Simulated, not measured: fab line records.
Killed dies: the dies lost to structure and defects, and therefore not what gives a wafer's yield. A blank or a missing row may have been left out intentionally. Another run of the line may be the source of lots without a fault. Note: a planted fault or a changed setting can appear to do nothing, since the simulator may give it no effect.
fab line records | flow n5_finfet
record: lots: 6 | wafers: 18 | last_day: 15
route steps=1938 shown BEOL_M2@892 BEOL_M3@931 PASSIVATION@1936
lots with no fault: from the same line, run without faults
start_h: hours from the record's opening day to when the first of the lot's shown wafers began | wait_h: hours from the lot's prior step to this one | " same as the row above | L1.1+2: several wafers, shown together as one row | - no value, or no start given | * or withheld: withheld | < > ~ a bound
route shown NAME@n: names a module that has steps shown in the file, with the first one's number in the route | usual: the fault-free wafers' mean and standard deviation | same: alike in all rows | chamber/n: place in a boat | sites: per-site readings | _std_site: their standard deviation | _edge_site: mean of outer sites minus mean of inner sites | radius_mm: how far each site lies from the wafer's centre | mask NAME#n: copy n | behind: the most recent tool/chamber to have shaped the wafer | hold: cause of the lot's hold/its duration in hours/its outcome | device: the n, p or np transistor that did not switch | end of line: the route-end tests of the same wafers | a step with no rows: only its recipe | killed: dies lost to structure and defects at the first sort, not the wafer's yield | map: a wafer's dies, marking killed ones x, the rest . and places with no die _
set.NAME: the setting that was run; set.NAME@STEP: the one run at that earlier step | model.NAME: the simulator's own value behind a step, which no gauge read
a table for each step, a row for each wafer; lots at some steps of the route
services: the hour from which a tool's chamber was out of use, counted from the record's first day as start_h (under 0 if before that day), plus the number of hours and why
== steps ==
step: N5_BEOL_M2_STRIP_97
recipe: chemistry: N2/H2 | time_s: 10 | power_w: 450 | temp_c: 40 | pressure_mtorr: 20 | rf_frequency_hz: 6e+07 | bias_power_w: 7 | n2_flow_sccm: 200 | h2_flow_sccm: 200
step: N5_BEOL_M2_OCD_MEAS_38
usual: trench_depth_nm: 55.4/0.9
lot.wafer | tool   | chamber | start_h | wait_h | trench_depth_nm
L832.2    | ocd-01 | -       | 151.16  | -      | 56.1
L832.4    | "      | -       | "       | "      | 57.7
L832.6    | "      | -       | "       | "      | 55.8
L836.3    | ocd-02 | -       | 160.81  | -      | 55.5
L836.4    | "      | -       | "       | "      | 55.7
L836.6    | "      | -       | "       | "      | 55.5
L841.1    | ocd-02 | -       | 198.49  | -      | 55.5
L841.3    | "      | -       | "       | "      | 56.3
L841.4    | "      | -       | "       | "      | 56.6
L843.1    | ocd-02 | -       | 212.09  | -      | 56.3
L843.3    | "      | -       | "       | "      | 54.8
L843.5    | "      | -       | "       | "      | 54.6
L844.2    | ocd-02 | -       | 223.18  | -      | 54.0
L844.4    | "      | -       | "       | "      | 53.9
L844.6    | "      | -       | "       | "      | 53.9
L845.3    | ocd-02 | -       | 226.19  | -      | 54.0
L845.5    | "      | -       | "       | "      | 54.9
L845.6    | "      | -       | "       | "      | 53.7
step: N5_BEOL_M2_HM_STRIP_39
recipe: chemistry: peroxide_tin_strip | material: TiN | target_depth_a: 250 | temp_c: 50 | time_s: 158
step: N5_BEOL_M2_SRD_40
recipe: time_s: 30 | temp_c: 23 | rinse_liquid: diw | dry: ipa_marangoni
step: N5_BEOL_M2_PRECLEAN_42
recipe: chemistry: residue_remover | time_s: 60 | temp_c: 40
step: N5_BEOL_M2_SRD_43
recipe: time_s: 30 | temp_c: 23 | rinse_liquid: diw | dry: ipa_marangoni
step: N5_BEOL_M2_CD_MEAS_35
recipe: target_cd_nm: 18 | target_cd_y_nm: 22.2 | polarity: opening
usual: cd_nm: 17.9/0.35
lot.wafer | tool      | chamber | start_h | wait_h | cd_nm
L832.2    | cd_sem-01 | -       | 151.32  | 0.0    | 18.0
L832.4    | "         | -       | "       | "      | 17.7
L832.6    | "         | -       | "       | "      | 18.4
L836.3    | cd_sem-02 | -       | 160.96  | 0.0    | 18.4
L836.4    | "         | -       | "       | "      | 18.7
L836.6    | "         | -       | "       | "      | 18.0
L841.1    | cd_sem-01 | -       | 198.64  | 0.0    | 18.3
L841.3    | "         | -       | "       | "      | 18.0
L841.4    | "         | -       | "       | "      | 17.9
L843.1    | cd_sem-03 | -       | 212.24  | 0.0    | 17.4
L843.3    | "         | -       | "       | "      | 18.2
L843.5    | "         | -       | "       | "      | 17.6
L844.2    | cd_sem-02 | -       | 223.34  | 0.0    | 17.8
L844.4    | "         | -       | "       | "      | 17.5
L844.6    | "         | -       | "       | "      | 17.7
L845.3    | cd_sem-02 | -       | 226.35  | 0.0    | 18.0
L845.5    | "         | -       | "       | "      | 18.0
L845.6    | "         | -       | "       | "      | 17.9
step: N5_BEOL_M2_DEGAS_44
recipe: ambient: vacuum | temp_c: 250 | time_s: 60
step: N5_BEOL_M2_PRE_CLEAN_45
recipe: gas: H2/He | time_s: 30 | temp_c: 250
step: N5_BEOL_M2_ALD_84
recipe: material: TaN | target_thk_a: * | temp_c: 275 | ald_precursor_family: PDMAT | ald_co_reactant: NH3 | pressure_torr: 3 | carrier_flow_sccm: 1500 | pulse_time_s: 2 | purge_time_s: 3 | co_reactant_purge_time_s: 2 | co_reactant_pulse_time_s: 3 | ald_cycles: 30 | precursor_vessel_temp_c: 75 | precursor_vessel_pressure_torr: 26.25 | precursor_vessel_carrier_sccm: 1000
step: N5_BEOL_M2_SURFACE_TREAT_85
recipe: gas: Ar | time_s: * | ion_energy_ev: * | ion_current_ma_cm2: 0.5 | pressure_mtorr: * | ar_flow_sccm: 30
usual: throttle_valve_pct: *
lot.wafer | tool           | chamber | start_h | wait_h | throttle_valve_pct
L832.2    | pvd_sputter-02 | -       | 152.12  | 0.1    | *
L832.4    | "              | -       | "       | "      | *
L832.6    | "              | -       | "       | "      | *
L836.3    | pvd_sputter-02 | -       | 161.76  | 0.1    | *
L836.4    | "              | -       | "       | "      | *
L836.6    | "              | -       | "       | "      | *
L841.1    | pvd_sputter-03 | -       | 199.10  | 0.1    | *
L841.3    | "              | -       | "       | "      | *
L841.4    | "              | -       | "       | "      | *
L843.1    | pvd_sputter-01 | -       | 212.96  | 0.1    | *
L843.3    | "              | -       | "       | "      | *
L843.5    | "              | -       | "       | "      | *
L844.2    | pvd_sputter-03 | -       | 224.58  | 0.3    | *
L844.4    | "              | -       | "       | "      | *
L844.6    | "              | -       | "       | "      | *
L845.3    | pvd_sputter-03 | -       | 227.20  | 0.4    | *
L845.5    | "              | -       | "       | "      | *
L845.6    | "              | -       | "       | "      | *
step: N5_BEOL_M2_CVD_47
recipe: material: Co | target_thk_a: 30 | temp_c: withheld | precursor: CCTBA/H2 | pressure_torr: 30 | time_s: 223.8
step: N5_BEOL_M2_SPUTTER_48
recipe: material: Cu | target_thk_a: 45 | temp_c: -20 | chamber_pressure_pa: 0.07 | power_w: withheld | time_s: 8.29
usual: throttle_valve_pct: 30.4/0.86
lot.wafer | tool           | chamber | start_h | wait_h | throttle_valve_pct
L832.2    | pvd_sputter-02 | -       | 152.42  | 0.1    | 29.6
L832.4    | "              | -       | "       | "      | 30.6
L832.6    | "              | -       | "       | "      | 29.8
L836.3    | pvd_sputter-02 | -       | 162.06  | 0.2    | 31.6
L836.4    | "              | -       | "       | "      | 29.5
L836.6    | "              | -       | "       | "      | 31.5
L841.1    | pvd_sputter-03 | -       | 199.33  | 0.1    | 29.6
L841.3    | "              | -       | "       | "      | 29.5
L841.4    | "              | -       | "       | "      | 29.6
L843.1    | pvd_sputter-03 | -       | 213.39  | 0.1    | 29.6
L843.3    | "              | -       | "       | "      | 29.8
L843.5    | "              | -       | "       | "      | 29.8
L844.2    | pvd_sputter-02 | -       | 224.88  | 0.1    | 30.8
L844.4    | "              | -       | "       | "      | 29.9
L844.6    | "              | -       | "       | "      | 29.3
L845.3    | pvd_sputter-03 | -       | 227.52  | 0.2    | 29.6
L845.5    | "              | -       | "       | "      | 31.4
L845.6    | "              | -       | "       | "      | 29.4
step: N5_BEOL_M2_ANNEAL_49
recipe: temp_c: 400 | time_s: 240 | ambient: vacuum
step: N5_BEOL_M2_SPUTTER_79
recipe: material: Cu | target_thk_a: 45 | temp_c: -20 | chamber_pressure_pa: 0.07 | power_w: withheld | time_s: 8.29
step: N5_BEOL_M2_ANNEAL_80
recipe: temp_c: 400 | time_s: 240 | ambient: vacuum
step: N5_BEOL_M2_SPUTTER_81
recipe: material: Cu | target_thk_a: 45 | temp_c: -20 | chamber_pressure_pa: 0.07 | power_w: withheld | time_s: 8.29
step: N5_BEOL_M2_ANNEAL_82
recipe: temp_c: 400 | time_s: 240 | ambient: vacuum
step: N5_BEOL_M2_SPUTTER_86
recipe: material: Cu | target_thk_a: 45 | temp_c: -20 | chamber_pressure_pa: 0.07 | power_w: withheld | time_s: 8.29
step: N5_BEOL_M2_ANNEAL_87
recipe: temp_c: 400 | time_s: 240 | ambient: vacuum
step: N5_BEOL_M2_SPUTTER_88
recipe: material: Cu | target_thk_a: 45 | temp_c: -20 | chamber_pressure_pa: 0.07 | power_w: withheld | time_s: 8.29
usual: throttle_valve_pct: 30.4/0.87
lot.wafer | tool           | chamber | start_h | wait_h | throttle_valve_pct
L832.2    | pvd_sputter-02 | -       | 153.30  | 0.1    | 29.3
L832.4    | "              | -       | "       | "      | 30.9
L832.6    | "              | -       | "       | "      | 29.5
L836.3    | pvd_sputter-02 | -       | 162.94  | 0.1    | 31.5
L836.4    | "              | -       | "       | "      | 29.4
L836.6    | "              | -       | "       | "      | 31.5
L841.1    | pvd_sputter-03 | -       | 200.21  | 0.1    | 29.7
L841.3    | "              | -       | "       | "      | 29.6
L841.4    | "              | -       | "       | "      | 29.8
L843.1    | pvd_sputter-03 | -       | 214.27  | 0.1    | 29.4
L843.3    | "              | -       | "       | "      | 29.7
L843.5    | "              | -       | "       | "      | 29.6
L844.2    | pvd_sputter-02 | -       | 225.76  | 0.1    | 30.7
L844.4    | "              | -       | "       | "      | 29.8
L844.6    | "              | -       | "       | "      | 29.3
L845.3    | pvd_sputter-03 | -       | 228.40  | 0.1    | 29.8
L845.5    | "              | -       | "       | "      | 31.3
L845.6    | "              | -       | "       | "      | 29.8
step: N5_BEOL_M2_ANNEAL_89
recipe: temp_c: 400 | time_s: 240 | ambient: vacuum
usual: heater_power_w: 877/110
lot.wafer | tool           | chamber | start_h | wait_h | heater_power_w
L832.2    | pvd_sputter-02 | -       | 153.38  | 0.0    | 809
L832.4    | "              | -       | "       | "      | 1023
L832.6    | "              | -       | "       | "      | 1038
L836.3    | pvd_sputter-02 | -       | 163.02  | 0.0    | 813
L836.4    | "              | -       | "       | "      | 809
L836.6    | "              | -       | "       | "      | 826
L841.1    | pvd_sputter-03 | -       | 200.29  | 0.0    | 915
L841.3    | "              | -       | "       | "      | 759
L841.4    | "              | -       | "       | "      | 1005
L843.1    | pvd_sputter-03 | -       | 214.35  | 0.0    | 1008
L843.3    | "              | -       | "       | "      | 904
L843.5    | "              | -       | "       | "      | 759
L844.2    | pvd_sputter-02 | -       | 225.84  | 0.0    | 1023
L844.4    | "              | -       | "       | "      | 1021
L844.6    | "              | -       | "       | "      | 812
L845.3    | pvd_sputter-03 | -       | 228.48  | 0.0    | 866
L845.5    | "              | -       | "       | "      | 821
L845.6    | "              | -       | "       | "      | 888
step: N5_BEOL_M2_SPUTTER_90
recipe: material: Cu | target_thk_a: 45 | temp_c: -20 | chamber_pressure_pa: 0.07 | power_w: withheld | time_s: 8.29
step: N5_BEOL_M2_ANNEAL_91
recipe: temp_c: 400 | time_s: 240 | ambient: vacuum
step: N5_BEOL_M2_SPUTTER_92
recipe: material: Cu | target_thk_a: 45 | temp_c: -20 | chamber_pressure_pa: 0.07 | power_w: withheld | time_s: 8.29
usual: throttle_valve_pct: 30.4/0.85
lot.wafer | tool           | chamber | start_h | wait_h | throttle_valve_pct
L832.2    | pvd_sputter-02 | -       | 153.74  | 0.1    | 29.4
L832.4    | "              | -       | "       | "      | 30.4
L832.6    | "              | -       | "       | "      | 30.0
L836.3    | pvd_sputter-02 | -       | 163.38  | 0.1    | 31.4
L836.4    | "              | -       | "       | "      | 29.5
L836.6    | "              | -       | "       | "      | 31.7
L841.1    | pvd_sputter-03 | -       | 200.65  | 0.1    | 29.7
L841.3    | "              | -       | "       | "      | 29.9
L841.4    | "              | -       | "       | "      | 29.5
L843.1    | pvd_sputter-03 | -       | 214.71  | 0.1    | 29.3
L843.3    | "              | -       | "       | "      | 29.5
L843.5    | "              | -       | "       | "      | 29.9
L844.2    | pvd_sputter-02 | -       | 226.20  | 0.1    | 30.6
L844.4    | "              | -       | "       | "      | 30.0
L844.6    | "              | -       | "       | "      | 29.3
L845.3    | pvd_sputter-03 | -       | 228.84  | 0.1    | 29.6
L845.5    | "              | -       | "       | "      | 31.4
L845.6    | "              | -       | "       | "      | 29.8
step: N5_BEOL_M2_ANNEAL_93
recipe: temp_c: 400 | time_s: 240 | ambient: vacuum
step: N5_BEOL_M2_SPUTTER_94
recipe: material: Cu | target_thk_a: 45 | temp_c: -20 | chamber_pressure_pa: 0.07 | power_w: withheld | time_s: 8.29
step: N5_BEOL_M2_ANNEAL_95
recipe: temp_c: 400 | time_s: 240 | ambient: vacuum
step: N5_BEOL_M2_SPUTTER_96
recipe: material: Cu | target_thk_a: 45 | temp_c: -20 | chamber_pressure_pa: 0.07 | power_w: withheld | time_s: 8.29
step: N5_BEOL_M2_ECD_50
recipe: material: Cu | target_thk_a: 3000
step: N5_BEOL_M2_ANNEAL_51
recipe: temp_c: 225 | time_s: 90 | ambient: N2
step: N5_BEOL_M2_CMP_52
recipe: stop_on: SiOC | t_overpolish_s: 6.8 | down_force_psi: 1 | platen_rpm: 50 | clearing_platen_down_force_psi: 1.5 | clearing_platen_rpm: 50 | post_cmp_clean: cu_alkaline | target_thk_nm: 40 | clearing_platen_pad_velocity_m_s: 0.99484 | pad_velocity_m_s: 0.99484
step: N5_BEOL_M2_PRE_CLEAN_60
recipe: gas: NH3/H2 | time_s: 15 | temp_c: * | rf_power_w: 300
step: N5_BEOL_M2_CO_CAP_55
recipe: material: Co | target_thk_a: 20 | temp_c: 200 | precursor: CCTBA/H2 | pressure_torr: 30 | time_s: 102.1
step: N5_BEOL_M2_PRE_CLEAN_56
recipe: gas: NH3 | time_s: 15 | temp_c: withheld | rf_power_w: 300
step: N5_BEOL_M2_DEP_57
recipe: material: SiCN | target_thk_a: 80 | temp_c: withheld | precursor: 3MS/NH3 | pressure_torr: 3 | rf_w: 202 | time_s: 14
step: N5_BEOL_M2_RS_MEAS_58
recipe: thk_meas_gauge: four-point-probe | reads: Co_of_BEOL_M2_CO_CAP_55+Cu_of_BEOL_M2_ECD_50+Co_of_BEOL_M2_CVD_47+TaN_of_BEOL_M2_ALD_84
usual: M2_RS: 0.68/0.03
lot.wafer | tool          | chamber | start_h | wait_h | M2_RS[ohm/sq]
L832.2    | film_metro-01 | -       | 155.24  | 0.1    | 0.64
L832.4    | "             | -       | "       | "      | 0.60
L832.6    | "             | -       | "       | "      | 0.62
L836.3    | film_metro-01 | -       | 164.95  | 0.1    | 0.64
L836.4    | "             | -       | "       | "      | 0.68
L836.6    | "             | -       | "       | "      | 0.68
L841.1    | film_metro-01 | -       | 202.19  | 0.0    | 0.70
L841.3    | "             | -       | "       | "      | 0.72
L841.4    | "             | -       | "       | "      | 0.62
L843.1    | film_metro-01 | -       | 216.20  | 0.0    | 0.68
L843.3    | "             | -       | "       | "      | 0.73
L843.5    | "             | -       | "       | "      | 0.66
L844.2    | film_metro-01 | -       | 227.73  | 0.1    | 0.72
L844.4    | "             | -       | "       | "      | 0.68
L844.6    | "             | -       | "       | "      | 0.70
L845.3    | film_metro-01 | -       | 230.33  | 0.1    | 0.71
L845.5    | "             | -       | "       | "      | 0.70
L845.6    | "             | -       | "       | "      | 0.72
step: N5_BEOL_M3_ILD_DEP_00
recipe: material: SiOC | target_thk_a: 790 | temp_c: 350 | precursor: DEMS/O2 | pressure_torr: 5 | rf_w: 500 | time_s: 15.3
step: N5_BEOL_M3_THK_MEAS_01
recipe: reads: SiOC_of_BEOL_M3_ILD_DEP_00
usual: M3_ILD_THK: 79.4/0.91
lot.wafer | tool          | chamber | start_h | wait_h | M3_ILD_THK[nm]
L832.2    | film_metro-01 | -       | 155.37  | 0.1    | 78.4
L832.4    | "             | -       | "       | "      | 79.8
L832.6    | "             | -       | "       | "      | 79.9
L836.3    | film_metro-01 | -       | 165.10  | 0.1    | 80.9
L836.4    | "             | -       | "       | "      | 79.0
L836.6    | "             | -       | "       | "      | 80.7
L841.1    | film_metro-01 | -       | 202.32  | 0.0    | 78.8
L841.3    | "             | -       | "       | "      | 77.7
L841.4    | "             | -       | "       | "      | 79.9
L843.1    | film_metro-01 | -       | 216.33  | 0.0    | 78.9
L843.3    | "             | -       | "       | "      | 79.4
L843.5    | "             | -       | "       | "      | 78.9
L844.2    | film_metro-02 | -       | 227.88  | 0.1    | 79.4
L844.4    | "             | -       | "       | "      | 80.4
L844.6    | "             | -       | "       | "      | 80.1
L845.3    | film_metro-02 | -       | 230.46  | 0.1    | 78.2
L845.5    | "             | -       | "       | "      | 80.3
L845.6    | "             | -       | "       | "      | 79.7
step: N5_BEOL_M3_PECVD_72
recipe: material: SiO2 | target_thk_a: 160 | temp_c: 400 | precursor: TEOS/O2 | pressure_torr: 5.5 | rf_w: 450 | teos_flow_sccm: 53.8 | gas: O2 | flow_sccm: 3000 | time_s: 18
usual: heater_power_w: 696/85 | showerhead_plenum_p_Torr: 8.79/0.049 | throttle_valve_pct: 23.2/1.9
lot.wafer | tool     | chamber | start_h | wait_h | heater_power_w | showerhead_plenum_p_Torr | since_wet_clean_h | throttle_valve_pct
L832.2    | pecvd-01 | 0       | 155.41  | 0.0    | 625            | 8.75                     | 1222              | 24.2
L832.4    | "        | 1       | "       | "      | 751            | 8.83                     | -                 | 26.5
L832.6    | "        | 2       | "       | "      | 766            | 8.84                     | -                 | 21.9
L836.3    | pecvd-02 | 0       | 165.13  | 0.0    | 859            | 8.74                     | 869               | 23.1
L836.4    | "        | 1       | "       | "      | 598            | 8.89                     | -                 | 22.1
L836.6    | "        | 2       | "       | "      | 584            | 8.76                     | -                 | 20.2
L841.1    | pecvd-01 | 0       | 202.36  | 0.0    | 714            | 8.71                     | 1269              | 23.8
L841.3    | "        | 2       | "       | "      | 803            | 8.81                     | 508               | 22.1
L841.4    | "        | 0       | "       | "      | 713            | 8.74                     | -                 | 24.3
L843.1    | pecvd-01 | 0       | 216.36  | 0.0    | 597            | 8.75                     | 1283              | 24.0
L843.3    | "        | 1       | "       | "      | 774            | 8.81                     | 2008              | 26.2
L843.5    | "        | 0       | "       | "      | 600            | 8.71                     | -                 | 24.3
L844.2    | pecvd-01 | 0       | 227.92  | 0.0    | 738            | 8.72                     | 1294              | 23.8
L844.4    | "        | 1       | "       | "      | 826            | 8.83                     | -                 | 26.5
L844.6    | "        | 2       | "       | "      | 763            | 8.83                     | -                 | 22.2
L845.3    | pecvd-04 | 0       | 230.51  | 0.1    | 599            | 8.73                     | -                 | 22.6
L845.5    | "        | 0       | "       | "      | 584            | 8.74                     | -                 | 22.6
L845.6    | "        | 1       | "       | "      | 740            | 8.72                     | -                 | 23.0
step: N5_PASSIVATION_PROBE_49
usual: defect_limited_yield: 91.3/1.5 | killed_at_M0_to_M3: 34/9.4 | killed_at_M4_up: 13/5.3 | killed_at_contacts: 13/5.7 | killed_at_front_end: 40/10 | killed_at_other: 3.7/2.8 | killed_dies: 103/17 | killed_open: 67/13 | killed_short: 35/8.5 | sort_bin_5_function: 5.0/0.98 | sort_bin_6_memory: 3.3/0.7 | sort_n_pass: 1077/17 | sort_yield_pct: 91.3/1.5
same: gross_dies: 1180 | killed_at_back_side: 0 | sort_bin_4_leakage[%]: 0 | sort_bin_8_speed[%]: 0
lot.wafer | tool      | chamber | start_h | wait_h | defect_limited_yield[%] | killed_at_M0_to_M3 | killed_at_M4_up | killed_at_contacts | killed_at_front_end | killed_at_other | killed_dies | killed_open | killed_short | sort_bin_5_function[%] | sort_bin_6_memory[%] | sort_n_pass | sort_yield_pct[%]
L843.1    | prober-01 | -       | 332.57  | 0.0    | 81.3                    | 166                | 15              | 13                 | 26                  | 1               | 221         | 53          | 23           | 11.9                   | 2.7                  | 959         | 81.3
L843.3    | prober-01 | -       | 332.67  | 0.1    | 81.0                    | 172                | 9               | 17                 | 25                  | 1               | 224         | 40          | 32           | 11.5                   | 4.0                  | 956         | 81.0
L843.5    | prober-01 | -       | 332.77  | 0.2    | 77.6                    | 193                | 16              | 19                 | 35                  | 1               | 264         | 76          | 36           | 12.4                   | 5.1                  | 916         | 77.6
L845.3    | prober-02 | -       | 353.27  | 0.1    | 78.5                    | 196                | 10              | 4                  | 43                  | 1               | 254         | 57          | 32           | 11.9                   | 5.2                  | 926         | 78.5
L845.5    | prober-02 | -       | 353.37  | 0.2    | 83.9                    | 128                | 9               | 11                 | 35                  | 7               | 190         | 54          | 36           | 8.6                    | 3.8                  | 990         | 83.9
L845.6    | prober-02 | -       | 353.42  | 0.3    | 77.8                    | 196                | 11              | 6                  | 46                  | 3               | 262         | 58          | 34           | 14.0                   | 3.9                  | 918         | 77.8
killed by level:class
L843.1 BEOL_M2:unspecified=143 MOL_CONTACT_COAG:geometric_particle:open=9 BEOL_M3:geometric_particle:open=7 STI_FIN_REVEAL:geometric_particle:open=6 GATE_CUT:geometric_particle:open=6 GATE_CUT:geometric_particle:short=5 BEOL_M4:geometric_particle:open=5 MOL_CONTACT_COAG:geometric_particle:short=4
L843.3 BEOL_M2:unspecified=150 MOL_CONTACT_COAG:geometric_particle:open=9 MOL_CONTACT_COAG:geometric_particle:short=8 BEOL_M2:geometric_particle:short=6 BEOL_M2:geometric_particle:open=6 FIN_SAQP:geometric_particle:short=5 STI_FIN_REVEAL:geometric_particle:open=4 GATE_CUT:geometric_particle:short=4
L843.5 BEOL_M2:unspecified=152 BEOL_M3:geometric_particle:open=20 MOL_CONTACT_COAG:geometric_particle:open=13 FIN_SAQP:geometric_particle:short=7 BEOL_M0:geometric_particle:open=7 MOL_CONTACT_COAG:geometric_particle:short=6 GATE_CUT:geometric_particle:short=5 ILD0:geometric_particle:open=4
L845.3 BEOL_M2:unspecified=164 FIN_SAQP:geometric_particle:open=12 FIN_SAQP:geometric_particle:short=10 BEOL_M0_SAQP:geometric_particle:short=10 BEOL_M0_SAQP:geometric_particle:open=6 BEOL_M1:geometric_particle:open=6 BEOL_M2:geometric_particle:open=5 DUMMY_GATE:geometric_particle:open=4
L845.5 BEOL_M2:unspecified=100 FIN_SAQP:geometric_particle:open=10 MOL_CONTACT_COAG:geometric_particle:open=10 FIN_SAQP:geometric_particle:short=8 STI_FIN_REVEAL:geometric_particle:open=6 BEOL_M0_SAQP:geometric_particle:short=6 BEOL_M2:geometric_particle:open=5 BEOL_M3:geometric_particle:open=5
L845.6 BEOL_M2:unspecified=167 FIN_SAQP:geometric_particle:open=13 FIN_SAQP:geometric_particle:short=8 STI_FIN_REVEAL:geometric_particle:open=8 BEOL_M1:geometric_particle:open=7 BEOL_M0_SAQP:geometric_particle:short=6 STARTING-WAFER:geometric_particle:short=5 MOL_CONTACT_COAG:geometric_particle:open=4
map L843.5 (x killed, . not)
_________________...x....x...________________
______________..x.............x._____________
___________.......x................__________
__________......x.......x..........._________
________....x..................x.x..x._______
_______....x.....x............x.....x..______
______..x...........x..xx........xx.x..._____
_____..x....x...............xx.....x.....____
____...x..x.........x.....x...............___
___.x..xx.x......x.........................__
___xxxxx..xx.......x..x.....x.......x...xx.__
__xxxxxxxxxxx..............x.x.............._
__xxxxxxxxxxxxx..x..........x....xx.x...x..._
_xxxxxxxxxxxxxxxxx...x........xx..x..........
_xxxxxxxxxxxxx.x.....x...x..........x........
_xxxxxxxxxxxxxx...........x.x................
_xxxxxxxxxxxxxx.....x...............x.....x..
_xxxxxxxxxxxxxx...x.......................x.x
_xxxxxxxxxxxxxx..xx......x........x..........
_xxxxxxxxxxx.x........x.....x....x..x........
_xx.xxxxxxxx..x.x....x........xx...x...x.....
__..xx.x.x.x...........................x...._
__..x..x.xx..............x.....x...x...x...._
___...............................x........__
___.......xx.x......x.x....x.....x.........__
____.................x...x.......x....x...___
_____..........x...............x...x.....____
______........x...........xx..x........x_____
_______...........x..........x........x______
________...................x..x.x....._______
__________.........................._________
___________.....x..........x.......__________
______________.....x.......x...._____________
_________________............________________
map L845.6 (x killed, . not)
_________________xx..........________________
______________.x......x.....x..._____________
___________....x............x......__________
__________.....x.....x.x....x....x.._________
________..............x..x............_______
_______....x.................x.........______
______..x...xx..........xxxxx....x.....x_____
_____...........x.xxxxxxxx.xxx..x......x.____
____........x.....xxxxxxxxxxx.xx..x.......___
___x..............xxxxxxxxxxxxxx.x.........__
___.......x..x...x.xxxxxxxxxxxxxxx....x....__
__x..............xxxxxxxxxxxxxxxx....x......_
__.......x.......xxxxxxxxxxxxxxxxx......x..._
_.x......xx......xxxxxxxxxxxxxxxxxx......x...
_.x....xx........xxxxxxxxxxxxxxxx..xx........
_..x......x.......xx.xxxxxxxxxxxx..x.........
_.....x.....x......x.xxxxxxxxx.x...x....x....
_.........x......xx...xxxxxxxxx.x............
_..x.....................xx..xx.........xx...
_......x.....x..............xx......x........
_x..........x........x..x...xx.x..........x..
__.........................................._
__.....x..............xx...................._
___.x...........x.............x...x........__
___x...x.x.............................x...__
____......................................___
_____...............x.................x..____
______..........................x......._____
_______.xx.......x.....................______
________........x........x....x...x..._______
__________.........................._________
___________...............xx..x....__________
______________.......xx....x...._____________
_________________............________________
== services ==
tool     | chamber | start_h | hours | kind
pecvd-02 | -       | 136.08  | 14.6  | pm
pecvd-02 | 0       | 153.68  | 4.6   | repair
pecvd-04 | 1       | 163.50  | 5.5   | scheduled_down
pecvd-02 | 1       | 192.94  | 5.5   | scheduled_down
pecvd-04 | 2       | 202.38  | -     | clean
pecvd-04 | 2       | 202.38  | -     | consumable_replace:showerhead
pecvd-04 | 2       | 202.38  | 29.0  | scheduled_down
pecvd-04 | 2       | 202.38  | 29.0  | vent_cycle
pecvd-01 | 1       | 224.34  | 2.1   | scheduled_down
== key ==
first_sign: step: N5_PASSIVATION_PROBE_49 | reading: killed_at_M0_to_M3 | direction: up | sigmas: 15 | usual: 34 | struck: 175
effect: step: N5_PASSIVATION_PROBE_49 | reading: killed_dies | direction: up | sigmas: 7.6 | usual: 103 | struck: 236
more_kills_born_at: N5_BEOL_M2_SPUTTER_48@pvd_sputter-03: 876
met_at N5_BEOL_M2_SPUTTER_48
struck_wafers L843.1,L843.3,L843.5,L845.3,L845.5,L845.6
onset_between 199.33 213.39
also_fits N5_BEOL_M2_SPUTTER_88:pvd_sputter-03,N5_BEOL_M2_ANNEAL_89:pvd_sputter-03,N5_BEOL_M2_SPUTTER_92:pvd_sputter-03
fault: kind: chamber_particle_source | tool: pvd_sputter-03 | chamber: - | onset_h: 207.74 | steps: N5_BEOL_M2_SPUTTER_48 | rate_per_visit_cm2: 2.0181 | end_h: 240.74
